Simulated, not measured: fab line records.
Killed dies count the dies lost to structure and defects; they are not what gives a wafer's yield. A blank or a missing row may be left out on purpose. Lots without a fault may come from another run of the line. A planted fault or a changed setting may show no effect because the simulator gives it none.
Matching of chambers -- flow nandHarc -- NHARC_A_M0_PRE_CLEAN_31 on pecvd-02: 3 sister chambers
The step time 12 s. 6 wafers are shown with their chamber, then 8 later ones without.

WAFERS, EACH WITH ITS CHAMBER
wafer,chamber,heaterPowerW (W)
L089.4,1,714
L089.5,0,593
L091.1,1,726
L091.2,0,648
L091.3,2,701
L091.4,2,669

WAFERS MISSING THEIR CHAMBER
wafer,heaterPowerW (W)
L091.5,642
L091.6,741
L096.1,799
L096.3,543
L096.5,582
L097.1,761
L097.3,610
L097.6,590

THE CHAMBER EACH PASSED THROUGH
wafer,from the rows above,in truth
L091.5,can't be placed: 0 or 2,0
L091.6,can't be placed: 1 or 2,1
L096.1,can't be placed: 1 or 2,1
L096.3,0,0
L096.5,0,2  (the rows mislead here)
L097.1,can't be placed: 1 or 2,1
L097.3,0,0
L097.6,0,0
3 of 8 placed correctly. Unplaceable from these rows: 4, with the true chamber sitting among the candidates in 4. 1 placed wrongly.
How it was worked out, from the rows above alone: a wafer's distance from a chamber is the root of the sum, over the readings, of the square of ((its reading less the chamber's mean) divided by the reading's scatter). The wafer belongs to the nearest chamber; if the next one is less than 2 further off, it can't be placed. For every chamber, the mean is computed from those of its wafers that are shown. The scatter: take each reading less its chamber's mean, square it, sum over the shown wafers, divide by the number of wafers less the number of chambers, and take the root.
